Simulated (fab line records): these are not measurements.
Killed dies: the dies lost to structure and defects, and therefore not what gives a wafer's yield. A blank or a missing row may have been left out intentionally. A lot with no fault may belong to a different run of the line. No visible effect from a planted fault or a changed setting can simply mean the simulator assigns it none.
Chamber matching :: flow n5Finfet :: N5_MIM_TOP_ETCH_PECVD_03 on pecvd-04 has 3 sister chambers
The step deposits SiNx from SiH4/NH3/N2, target thk 20 nm, time 17.6 s. 3 wafers are shown with their chamber, then 9 later ones without.

EACH WAFER AND ITS CHAMBER
wafer: L091.2
chamber: 1
showerheadPlenumPTorr (Torr): 5.06

wafer: L091.3
chamber: 2
showerheadPlenumPTorr (Torr): 5.04

wafer: L091.5
chamber: 0
showerheadPlenumPTorr (Torr): 5.15

WAFERS WHOSE CHAMBER IS MISSING
wafer: L092.1
showerheadPlenumPTorr (Torr): 5.06

wafer: L092.4
showerheadPlenumPTorr (Torr): 5.04

wafer: L092.6
showerheadPlenumPTorr (Torr): 5.16

wafer: L095.1
showerheadPlenumPTorr (Torr): 5.16

wafer: L095.5
showerheadPlenumPTorr (Torr): 5.17

wafer: L095.6
showerheadPlenumPTorr (Torr): 5.03

wafer: L097.3
showerheadPlenumPTorr (Torr): 5.16

wafer: L097.4
showerheadPlenumPTorr (Torr): 5.04

wafer: L097.6
showerheadPlenumPTorr (Torr): 5.17

CHAMBER TAKEN BY EACH
wafer: L092.1
from the rows above: can't be placed: 1 or 2
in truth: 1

wafer: L092.4
from the rows above: can't be placed: 2 or 1
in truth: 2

wafer: L092.6
from the rows above: 0
in truth: 0

wafer: L095.1
from the rows above: 0
in truth: 0

wafer: L095.5
from the rows above: 0
in truth: 0

wafer: L095.6
from the rows above: can't be placed: 2 or 1
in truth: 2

wafer: L097.3
from the rows above: 0
in truth: 0

wafer: L097.4
from the rows above: can't be placed: 2 or 1
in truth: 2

wafer: L097.6
from the rows above: 0
in truth: 0
5 of 9 placed correctly. These rows do not allow placing 4 (true chamber among the candidates in 4). Wrongly placed: 0.
How it was worked out, from the rows above alone: a wafer's distance from a chamber is the root of the sum, over the readings, of the square of ((its reading less the chamber's mean) divided by the reading's scatter). The wafer belongs to the nearest chamber; if the next one is less than 2 further off, it can't be placed. A chamber's mean is the mean of its shown wafers. The scatter (one wafer shown for each chamber): square how far every hidden wafer sits from the nearest shown wafer, average those squares and take the square root.
